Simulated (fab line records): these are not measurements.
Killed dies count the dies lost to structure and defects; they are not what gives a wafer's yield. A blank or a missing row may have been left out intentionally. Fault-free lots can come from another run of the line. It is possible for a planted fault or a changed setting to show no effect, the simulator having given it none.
The tool behind it: which one? -- flow nandHarc -- 7 lots with 21 wafers sampled at 4 steps, on a route of 1302 steps

## WHAT THE GAUGES SHOWED, per wafer
NHARC_P_M2_THK_MEAS_24: measures by xrf.
lot,measured,on,thkNm (nm)
L778,day 8 20:32,filmMetro-01,143.7 143.5 144.0
L781,day 10 08:47,filmMetro-01,145.8 146.2 147.2
L783,day 11 04:13,filmMetro-02,143.9 141.9 143.5
L787,day 12 21:46,filmMetro-02,30.0 30.1 29.6 29.6 28.9 30.2
L789,day 13 20:48,filmMetro-01,29.6 31.9 32.2 30.1 31.6 30.0
L793,day 15 01:34,filmMetro-01,141.7 142.9 143.1
L795,day 16 06:38,filmMetro-01,143.7 144.4 143.3

## WHAT TOOL EACH LOT RAN ON (gives the tool, then ch and the chambers of the sampled wafers, and finally the start)
lot,NHARC_P_M2_PVD_20,NHARC_P_M2_ECD_22,NHARC_P_M2_CMP_23
L778,"pvdSputter-02, day 8 19:30 or earlier","ecdCu-02 ch 0,1, day 8 19:30","cmp-04 ch 0,2, day 8 20:13"
L781,"pvdSputter-03, day 10 07:43 or earlier","ecdCu-01 ch 0,1, day 10 07:43","cmp-02 ch 1,3, day 10 08:29"
L783,"pvdSputter-03, day 11 03:10 or earlier","ecdCu-01 ch 0,1, day 11 03:10","cmp-03 ch 0,2,3, day 11 03:53"
L787,"pvdSputter-03, day 12 20:48 or earlier","ecdCu-02 ch 0,1, day 12 20:48","cmp-03 ch 1,2,3, day 12 21:31"
L789,"pvdSputter-01, day 13 19:52 or earlier","ecdCu-01 ch 0,1, day 13 19:52","cmp-03 ch 2,3, day 13 20:31"
L793,"pvdSputter-03, day 15 00:30 or earlier","ecdCu-02 ch 0,1, day 15 00:30","cmp-03 ch 2,3, day 15 01:17"
L795,"pvdSputter-02, day 16 05:39 or earlier","ecdCu-01 ch 0,1, day 16 05:39","cmp-02 ch 0,1,3, day 16 06:19"
- NHARC_P_M2_PVD_20: deposits TaN, target thk 5 nm, time 8.06 s.
- NHARC_P_M2_ECD_22: material Cu, target thk 400 nm.
- NHARC_P_M2_CMP_23: polishes, t overpolish 20 s, target thk 144.3 nm.

## THE ANSWER, worked out from the rows above alone
Rule: what is usual is taken from the lots themselves. Put in order of their means at a reading, lots are off if they are a third of the lots or fewer, leave a main group of 4 or more, and stand apart from it by a gap of 3 or more times the standard deviation of the main group's means; of several such gaps the widest counts. A main group is skipped when, at the precision printed for the reading in the tables above, its means are all equal. A lot without any number at a reading at which 4 lots or more have one is off too. All remaining lots with rows at the step are treated as sound.
Off, at NHARC_P_M2_THK_MEAS_24 on thkNm: L787, L789. Main group: mean 143.9 nm, sd 1.3.
If a tool, at a process step before that reading, ran all the lots that are off and no sound lot after the first of them, it fits. The gauges at NHARC_P_M2_THK_MEAS_24 are tried like those tools. NHARC_P_M2_PVD_20 gives no start for some lots, so the hours and the order of its lots are those of NHARC_P_M2_ECD_22. Not one of the candidates tried fits.

## WHAT WAS PUT IN BY THE SIMULATOR
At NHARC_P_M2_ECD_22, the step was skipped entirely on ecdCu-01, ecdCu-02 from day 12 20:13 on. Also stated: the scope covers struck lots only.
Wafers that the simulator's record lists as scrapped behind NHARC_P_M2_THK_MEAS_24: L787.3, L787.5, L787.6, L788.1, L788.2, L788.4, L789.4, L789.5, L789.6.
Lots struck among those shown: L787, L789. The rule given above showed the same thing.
